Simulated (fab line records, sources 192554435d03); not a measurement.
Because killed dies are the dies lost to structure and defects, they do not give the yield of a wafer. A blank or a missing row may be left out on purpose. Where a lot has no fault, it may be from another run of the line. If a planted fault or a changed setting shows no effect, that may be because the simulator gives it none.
Which of the tools did it? :: flow n5-finfet :: 36 wafers sampled from 12 lots at 1 step of a route of 1938

== WHAT EACH GAUGE READ, for each wafer ==
N5_BEOL_M7_CD_MEAS_18: pitch 80 nm, target cd 40 nm.
lot: L075
measured: day 9 05:41
on: cd-sem-02
cd-nm (nm): 40.1 39.9 39.4

lot: L077
measured: day 10 01:06
on: cd-sem-01
cd-nm (nm): 39.7 40.0 39.6

lot: L080
measured: day 10 18:32
on: cd-sem-02
cd-nm (nm): 40.5 40.6 40.0

lot: L081
measured: day 10 21:58
on: cd-sem-01
cd-nm (nm): 38.9 40.1 39.6

lot: L085
measured: day 11 17:39
on: cd-sem-01
cd-nm (nm): 40.5 40.2 40.6

lot: L083
measured: day 11 23:40
on: cd-sem-03
cd-nm (nm): 40.6 40.5 40.9

lot: L086
measured: day 12 08:59
on: cd-sem-01
cd-nm (nm): 40.6 40.1 40.4

lot: L090
measured: day 12 22:18
on: cd-sem-01
cd-nm (nm): 39.3 39.7 39.0

lot: L089
measured: day 13 16:53
on: cd-sem-03
cd-nm (nm): 39.3 40.0 40.1

lot: L093
measured: day 14 01:29
on: cd-sem-01
cd-nm (nm): 39.5 40.3 39.7

lot: L095
measured: day 14 15:50
on: cd-sem-02
cd-nm (nm): 39.0 39.7 39.2

lot: L097
measured: day 15 05:51
on: cd-sem-01
cd-nm (nm): 39.9 39.3 39.4

== TOOL THAT RAN EACH LOT (tool first, then ch and the chambers of the sampled wafers, then the start) ==
Before these readings, the record contains no process step.

== THE ANSWER, worked out from the rows above alone ==
Rule: the lots themselves supply what counts as usual. The widest of any qualifying gaps counts: lots, ordered by their means at a reading, are off when they make up no more than a third of the lots, leave a main group of 4 or more, and stand apart from it by 3 or more times the standard deviation of that group's means. Not used: any main group whose means are identical at the precision the tables above print for the reading. A lot without any number at a reading at which 4 lots or more have one is off too. All remaining lots with rows at the step are treated as sound.
No lot is off on any of the readings shown, so nothing can be concluded from this.

== WHAT WAS PUT IN BY THE SIMULATOR ==
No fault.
